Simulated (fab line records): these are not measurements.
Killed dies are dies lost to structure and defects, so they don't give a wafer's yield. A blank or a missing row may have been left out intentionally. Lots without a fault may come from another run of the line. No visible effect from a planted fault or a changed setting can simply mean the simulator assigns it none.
Chamber matching || flow n5-finfet || 4 sister chambers for N5_SDB_ETCH_17 on rie-diel-04
The step etches SiARC in CF4, target depth 23.4 nm, time 39 s. 24 wafers are shown with their chamber, then 12 later ones without.

WAFERS WITH THEIR CHAMBER
{"wafer": "L074.4", "chamber": 2, "drypump-motor-current-A (A)": 5.7, "showerhead-plenum-p-Torr (Torr)": 2.16, "throttle-valve-pct (%)": 15.60}
{"wafer": "L074.5", "chamber": 1, "drypump-motor-current-A (A)": 6.6, "showerhead-plenum-p-Torr (Torr)": 2.23, "throttle-valve-pct (%)": 15.81}
{"wafer": "L074.6", "chamber": 2, "drypump-motor-current-A (A)": 5.7, "showerhead-plenum-p-Torr (Torr)": 2.16, "throttle-valve-pct (%)": 15.60}
{"wafer": "L075.2", "chamber": 0, "drypump-motor-current-A (A)": 5.8, "showerhead-plenum-p-Torr (Torr)": 2.12, "throttle-valve-pct (%)": 15.86}
{"wafer": "L075.3", "chamber": 3, "drypump-motor-current-A (A)": 5.4, "showerhead-plenum-p-Torr (Torr)": 2.28, "throttle-valve-pct (%)": 15.31}
{"wafer": "L075.5", "chamber": 0, "drypump-motor-current-A (A)": 5.8, "showerhead-plenum-p-Torr (Torr)": 2.12, "throttle-valve-pct (%)": 15.85}
{"wafer": "L076.2", "chamber": 1, "drypump-motor-current-A (A)": 6.6, "showerhead-plenum-p-Torr (Torr)": 2.23, "throttle-valve-pct (%)": 15.83}
{"wafer": "L076.4", "chamber": 2, "drypump-motor-current-A (A)": 5.7, "showerhead-plenum-p-Torr (Torr)": 2.16, "throttle-valve-pct (%)": 15.62}
{"wafer": "L076.5", "chamber": 2, "drypump-motor-current-A (A)": 5.7, "showerhead-plenum-p-Torr (Torr)": 2.16, "throttle-valve-pct (%)": 15.60}
{"wafer": "L077.1", "chamber": 1, "drypump-motor-current-A (A)": 6.6, "showerhead-plenum-p-Torr (Torr)": 2.23, "throttle-valve-pct (%)": 15.83}
{"wafer": "L077.2", "chamber": 0, "drypump-motor-current-A (A)": 5.8, "showerhead-plenum-p-Torr (Torr)": 2.12, "throttle-valve-pct (%)": 15.85}
{"wafer": "L077.6", "chamber": 1, "drypump-motor-current-A (A)": 6.6, "showerhead-plenum-p-Torr (Torr)": 2.23, "throttle-valve-pct (%)": 15.83}
{"wafer": "L079.1", "chamber": 3, "drypump-motor-current-A (A)": 5.4, "showerhead-plenum-p-Torr (Torr)": 2.27, "throttle-valve-pct (%)": 15.34}
{"wafer": "L079.2", "chamber": 2, "drypump-motor-current-A (A)": 5.7, "showerhead-plenum-p-Torr (Torr)": 2.16, "throttle-valve-pct (%)": 15.62}
{"wafer": "L079.5", "chamber": 1, "drypump-motor-current-A (A)": 6.7, "showerhead-plenum-p-Torr (Torr)": 2.23, "throttle-valve-pct (%)": 15.84}
{"wafer": "L080.1", "chamber": 2, "drypump-motor-current-A (A)": 5.7, "showerhead-plenum-p-Torr (Torr)": 2.16, "throttle-valve-pct (%)": 15.61}
{"wafer": "L080.5", "chamber": 1, "drypump-motor-current-A (A)": 6.6, "showerhead-plenum-p-Torr (Torr)": 2.23, "throttle-valve-pct (%)": 15.85}
{"wafer": "L080.6", "chamber": 2, "drypump-motor-current-A (A)": 5.7, "showerhead-plenum-p-Torr (Torr)": 2.16, "throttle-valve-pct (%)": 15.63}
{"wafer": "L081.3", "chamber": 3, "drypump-motor-current-A (A)": 5.4, "showerhead-plenum-p-Torr (Torr)": 2.27, "throttle-valve-pct (%)": 15.35}
{"wafer": "L081.5", "chamber": 2, "drypump-motor-current-A (A)": 5.7, "showerhead-plenum-p-Torr (Torr)": 2.16, "throttle-valve-pct (%)": 15.63}
{"wafer": "L081.6", "chamber": 3, "drypump-motor-current-A (A)": 5.4, "showerhead-plenum-p-Torr (Torr)": 2.27, "throttle-valve-pct (%)": 15.35}
{"wafer": "L082.1", "chamber": 2, "drypump-motor-current-A (A)": 5.7, "showerhead-plenum-p-Torr (Torr)": 2.16, "throttle-valve-pct (%)": 15.63}
{"wafer": "L082.4", "chamber": 3, "drypump-motor-current-A (A)": 5.4, "showerhead-plenum-p-Torr (Torr)": 2.27, "throttle-valve-pct (%)": 15.34}
{"wafer": "L082.5", "chamber": 0, "drypump-motor-current-A (A)": 5.8, "showerhead-plenum-p-Torr (Torr)": 2.11, "throttle-valve-pct (%)": 15.87}

SIGNATURES (averages over the wafers above)
{"reading": "drypump-motor-current-A", "chamber 0": 5.800, "chamber 1": 6.617, "chamber 2": 5.700, "chamber 3": 5.400, "scatter within a chamber": 0.0204}
{"reading": "showerhead-plenum-p-Torr", "chamber 0": 2.1175, "chamber 1": 2.2300, "chamber 2": 2.1600, "chamber 3": 2.2720, "scatter within a chamber": 0.00278}
{"reading": "throttle-valve-pct", "chamber 0": 15.8575, "chamber 1": 15.8317, "chamber 2": 15.6156, "chamber 3": 15.3380, "scatter within a chamber": 0.0135}
Rule: distance of a wafer from a chamber = root of the sum over the readings of ((wafer's reading minus chamber's mean) / reading's scatter) squared. The wafer belongs to the nearest chamber; if the next one is less than 2 further off, it can't be placed. How the scatter is found: for the shown wafers, subtract from each reading the mean of its chamber, square and add these, divide the total by (wafers less chambers), then take the root.

WAFERS WITHOUT THEIR CHAMBER
{"wafer": "L091.1", "drypump-motor-current-A (A)": 5.7, "showerhead-plenum-p-Torr (Torr)": 2.15, "throttle-valve-pct (%)": 15.66}
{"wafer": "L091.2", "drypump-motor-current-A (A)": 5.4, "showerhead-plenum-p-Torr (Torr)": 2.26, "throttle-valve-pct (%)": 15.38}
{"wafer": "L091.3", "drypump-motor-current-A (A)": 6.6, "showerhead-plenum-p-Torr (Torr)": 2.22, "throttle-valve-pct (%)": 15.91}
{"wafer": "L092.2", "drypump-motor-current-A (A)": 5.7, "showerhead-plenum-p-Torr (Torr)": 2.15, "throttle-valve-pct (%)": 15.67}
{"wafer": "L092.4", "drypump-motor-current-A (A)": 5.7, "showerhead-plenum-p-Torr (Torr)": 2.15, "throttle-valve-pct (%)": 15.68}
{"wafer": "L092.6", "drypump-motor-current-A (A)": 5.4, "showerhead-plenum-p-Torr (Torr)": 2.26, "throttle-valve-pct (%)": 15.38}
{"wafer": "L094.4", "drypump-motor-current-A (A)": 5.8, "showerhead-plenum-p-Torr (Torr)": 2.11, "throttle-valve-pct (%)": 15.41}
{"wafer": "L094.5", "drypump-motor-current-A (A)": 5.8, "showerhead-plenum-p-Torr (Torr)": 2.11, "throttle-valve-pct (%)": 15.42}
{"wafer": "L094.6", "drypump-motor-current-A (A)": 5.4, "showerhead-plenum-p-Torr (Torr)": 2.26, "throttle-valve-pct (%)": 15.38}
{"wafer": "L096.1", "drypump-motor-current-A (A)": 5.8, "showerhead-plenum-p-Torr (Torr)": 2.11, "throttle-valve-pct (%)": 15.41}
{"wafer": "L096.2", "drypump-motor-current-A (A)": 6.6, "showerhead-plenum-p-Torr (Torr)": 2.22, "throttle-valve-pct (%)": 15.91}
{"wafer": "L096.5", "drypump-motor-current-A (A)": 6.6, "showerhead-plenum-p-Torr (Torr)": 2.22, "throttle-valve-pct (%)": 15.91}

WHICH CHAMBER EACH WENT THROUGH
{"wafer": "L091.1", "from the rows above": 2, "in truth": 2}
{"wafer": "L091.2", "from the rows above": 3, "in truth": 3}
{"wafer": "L091.3", "from the rows above": 1, "in truth": 1}
{"wafer": "L092.2", "from the rows above": 2, "in truth": 2}
{"wafer": "L092.4", "from the rows above": 2, "in truth": 2}
{"wafer": "L092.6", "from the rows above": 3, "in truth": 3}
{"wafer": "L094.4", "from the rows above": 2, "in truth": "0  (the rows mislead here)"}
{"wafer": "L094.5", "from the rows above": 2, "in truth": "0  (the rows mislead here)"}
{"wafer": "L094.6", "from the rows above": 3, "in truth": 3}
{"wafer": "L096.1", "from the rows above": 2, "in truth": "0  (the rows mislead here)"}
{"wafer": "L096.2", "from the rows above": 1, "in truth": 1}
{"wafer": "L096.5", "from the rows above": 1, "in truth": 1}
Correctly placed: 9 of 12. Number that these rows cannot place: 0. Placed wrongly: 3.
